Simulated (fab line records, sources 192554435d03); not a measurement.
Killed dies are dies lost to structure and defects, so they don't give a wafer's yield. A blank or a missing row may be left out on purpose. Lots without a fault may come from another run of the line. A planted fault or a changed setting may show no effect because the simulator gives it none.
Problem report in the 8D (eight disciplines) form, filled by code | flow n5_finfet | the parts of the form that need people (team, actions taken, sign-off) are left out

1. THE PROBLEM
run_length_s at N5_BEOL_M10_VIA_ETCH_34 reads a mean of 76.6 s on 9 wafers of 3 lots; wafers without a fault read 92.4 s with a standard deviation of 0.45. That is -35 standard deviations from the usual mean.
The step: etches SiCOH lowk in C4F6/O2, target depth 184.5 nm, time 69.2 s.
First seen on wafer L247.2, day 15 01:32, on rie_diel-03. The record holds 30 wafers of 10 lots with a number at this step. Rule for "out", or "out of limits": more than 4 standard deviations from the usual mean. The other wafers with a number count as sound.

2. WHAT IT IS AND WHAT IT IS NOT
question                    | is                     | is not
which readings at this step | run_length_s           | drypump_motor_current_A, oes_product_au, rf_vpp_V, showerhead_plenum_p_Torr, throttle_valve_pct
which lots                  | L247, L248, L249       | L232, L233, L238, L239, L240, L251, L252
which wafers of those lots  | all that have a number | -
read on which tools         | rie_diel-03            | rie_diel-05, rie_diel-06
when                        | from day 15 01:32      | up to then (15 sound wafers); but 6 sound wafers of L251, L252 came after

3. SUSPECTS, AND WHAT RULES EACH OUT
Counting: a tool at a process step up to the reading stays a suspect if it ran every lot that is out and no sound lot after the first of them.
- rie_diel-03 at N5_BEOL_M10_VIA_ETCH_34 (etches SiCOH lowk in C4F6/O2, target depth 184.5 nm, time 69.2 s): kept. It ran every lot that is out, first L247 (day 15 01:32), and no sound lot after that; its last sound lot up to then is L238 (day 13 00:08). Its own readings are out on those wafers: run_length_s.
Left after counting: rie_diel-03 at N5_BEOL_M10_VIA_ETCH_34.

4. THE CAUSE (what the simulator had put in)
Process parameter drift: rie_diel-03, from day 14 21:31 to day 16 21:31, at N5_BEOL_M10_VIA_ETCH_34. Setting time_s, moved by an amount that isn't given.
Counting left only this tool.

5. THE CHAIN OF EFFECTS, in route order
Each row: a reading whose mean over the struck wafers that have a number lies more than 3 standard deviations from the usual. Only readings for which the record gives a usual standard deviation are gone through. hours: the time from each lot's start at the first step in this table that gives one to its start at this step, as a median over the lots. sigmas: the change in usual standard deviations.
hours | step                    | reading              | usual  | on struck wafers | change | sigmas
0     | N5_BEOL_M10_VIA_ETCH_34 | run_length_s         | 92.4 s | 76.6             | -15.8  | -35
48    | N5_PASSIVATION_PROBE_49 | defect_limited_yield | 91.1 % | 22.7             | -68.4  | -46
48    | N5_PASSIVATION_PROBE_49 | killed_at_M4_up      | 13     | 806              | +793   | +99 or more
48    | N5_PASSIVATION_PROBE_49 | killed_dies          | 105    | 912              | +807   | +47
48    | N5_PASSIVATION_PROBE_49 | killed_on_rim        | 13     | 113              | +100   | +24
48    | N5_PASSIVATION_PROBE_49 | sort_bin_5_function  | 5.1 %  | 73.0             | +67.9  | +70
48    | N5_PASSIVATION_PROBE_49 | sort_n_pass          | 1075   | 268              | -807   | -47
48    | N5_PASSIVATION_PROBE_49 | sort_yield_pct       | 91.1 % | 22.7             | -68.4  | -46
The process steps in it:
- N5_BEOL_M10_VIA_ETCH_34: etches SiCOH lowk in C4F6/O2, target depth 184.5 nm, time 69.2 s.
- N5_PASSIVATION_PROBE_49

6. WHAT WOULD HAVE CAUGHT IT SOONER
In this record the first reading out of limits was taken at day 15 01:32, 4 hours after the fault began at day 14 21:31.
